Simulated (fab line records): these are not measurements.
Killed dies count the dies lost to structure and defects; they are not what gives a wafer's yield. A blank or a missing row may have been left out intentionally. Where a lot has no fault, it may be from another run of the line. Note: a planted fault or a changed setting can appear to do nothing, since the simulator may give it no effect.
Lot-split experiment + flow n5-finfet + on a route of 1938 steps: 7 lots, 21 wafers read

== SPLIT DETAILS ==
At N5_DUMMY_GATE_COAT_34 (time 60 s, resist thk 60 nm), the setting spin-rpm was moved away from the recipe's 1500 rpm on 7 of the 21 wafers read, by -11.3% to +10.7%. For the rest of the wafers, this setting stayed at what the recipe calls for.

== FROM THE SPLIT TO THE READING: what the file shows between them, 5 steps ==
- N5_DUMMY_GATE_EXPOSE_12: exposes mask GATE, target cd 25 nm (also split here: dose-mj)
- N5_DUMMY_GATE_PEB_13: peb time 60 s
- N5_DUMMY_GATE_DEVELOP_14: develop time 30 s
- N5_DUMMY_GATE_ETCH_29: etches underlayer in N2/H2, target depth 13 nm
- N5_DUMMY_GATE_ETCH_36: etches SiARC in CF4, target depth 13 nm

== THE READING ==
etch.depth-nm (the simulator's own value, which no gauge read), in nm, at N5_DUMMY_GATE_ETCH_37 (etches SOC in N2/H2, target depth 60 nm, overetch 30 nm). The file does not state a usual value for it. Across the 14 wafers here that went through the recipe, the average is 60.08 nm and the standard deviation 0.13 nm.

| wafer  | tool, chamber at the split | spin-rpm as run, rpm | against the recipe | etch.depth-nm, nm | against lot-mates on the recipe |
|--------|----------------------------|----------------------|--------------------|-------------------|---------------------------------|
| L080.1 | litho-track-04, 0          | 1500                 | recipe             | 59.99             | -                               |
| L080.2 | litho-track-04, 0          | 1500                 | recipe             | 60.15             | -                               |
| L080.5 | litho-track-04, 0          | 1500                 | recipe             | 60.04             | -                               |
| L081.3 | litho-track-04, 0          | 1500                 | recipe             | 60.02             | -                               |
| L081.4 | litho-track-04, 0          | 1500                 | recipe             | 60                | -                               |
| L081.6 | litho-track-04, 0          | 1500                 | recipe             | 60.14             | -                               |
| L084.1 | litho-track-01, 0          | 1500                 | recipe             | 60.04             | -                               |
| L084.4 | litho-track-01, 0          | 1331                 | -11.3%             | 63.77             | +3.70                           |
| L084.5 | litho-track-01, 0          | 1500                 | recipe             | 60.11             | -                               |
| L088.1 | litho-track-05, 0          | 1500                 | recipe             | 59.82             | -                               |
| L088.2 | litho-track-05, 0          | 1500                 | recipe             | 60.01             | -                               |
| L088.3 | litho-track-05, 0          | 1347                 | -10.2%             | 63.36             | +3.45                           |
| L091.1 | litho-track-01, 0          | 1637                 | +9.1%              | 57.58             | -2.53                           |
| L091.5 | litho-track-01, 0          | 1500                 | recipe             | 60.19             | -                               |
| L091.6 | litho-track-01, 0          | 1500                 | recipe             | 60.03             | -                               |
| L093.1 | litho-track-01, 0          | 1500                 | recipe             | 60.41             | -                               |
| L093.2 | litho-track-01, 0          | 1545                 | +3.0%              | 59.7              | -0.71                           |
| L093.5 | litho-track-01, 0          | 1545                 | +3.0%              | 59.78             | -0.63                           |
| L095.3 | litho-track-01, 0          | 1500                 | recipe             | 60.12             | -                               |
| L095.4 | litho-track-01, 0          | 1660                 | +10.7%             | 57.12             | -3.00                           |
| L095.6 | litho-track-01, 0          | 1660                 | +10.7%             | 57.28             | -2.84                           |

THE FIT
A straight line over all 21 wafers: etch.depth-nm changes by -0.291 nm for each +1% of spin-rpm; r = -0.99; the points scatter about the line by 0.22 nm.
The same after taking each lot's own level away (the mean of its wafers on the recipe; 21 wafers): -0.299 nm for each +1%; r = -1.00; scatter 0.15 nm.
That fit puts the effect of the largest move of spin-rpm on the reading at 3.4 nm.
The lots' own levels span 59.915 to 60.410 nm, that is 3.9 times the standard deviation above.
So the lot-to-lot level changes the slope little: the two slopes agree.
Check: +3.36 nm against its lot-mates is what the line predicts for one of the wafers moved furthest among these (-11.3%) when that wafer is left out of the fit. It came out at +3.7 nm against them.

== FURTHER SPLITS ON THESE WAFERS ==
Other splits were also applied to these wafers ahead of the reading. Each is held against what the fit with the lots' levels taken away leaves over:
| other split on the same wafers            | wafers away from the commonest value | r with etch.depth-nm (lot level and that fit taken away) |
|-------------------------------------------|--------------------------------------|----------------------------------------------------------|
| N5_WELL_APT_COAT_02 spin-rpm              | 9                                    | -0.26                                                    |
| N5_WELL_APT_EXPOSE_05 dose-mj             | 9                                    | -0.17                                                    |
| N5_PMOS_HMC_CHANNEL_EPI_HM_DEP_34 time-s  | 7                                    | -0.01                                                    |
| N5_PMOS_HMC_CHANNEL_EPI_PEB_07 peb-temp-c | 5                                    | +0.05                                                    |
| N5_FIN_CUT_CUT_ETCH_15 bias-w             | as run: not given for these wafers   | -                                                        |
| N5_DUMMY_GATE_EXPOSE_12 dose-mj           | 9                                    | +0.23                                                    |

== THE WHOLE CHAIN: every reading that the file lists as answering this split, in the file's order ==
| step                  | what it does                                            | reading                                                                           | change (the file's fit)               | r (the file's) |
|-----------------------|---------------------------------------------------------|-----------------------------------------------------------------------------------|---------------------------------------|----------------|
| N5_DUMMY_GATE_COAT_34 | time 60 s, resist thk 60 nm                             | SOC_of_DUMMY_GATE_COAT_34.thk-nm (the simulator's own value, which no gauge read) | -0.307 nm for each +1% of the setting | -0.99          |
| N5_DUMMY_GATE_ETCH_37 | etches SOC in N2/H2, target depth 60 nm, overetch 30 nm | etch.depth-nm (the simulator's own value, which no gauge read)                    | -0.304 nm for each +1% of the setting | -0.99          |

== FILE'S OWN FIT ==
etch.depth-nm changes by -0.304 nm for each +1% of spin-rpm, r = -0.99.
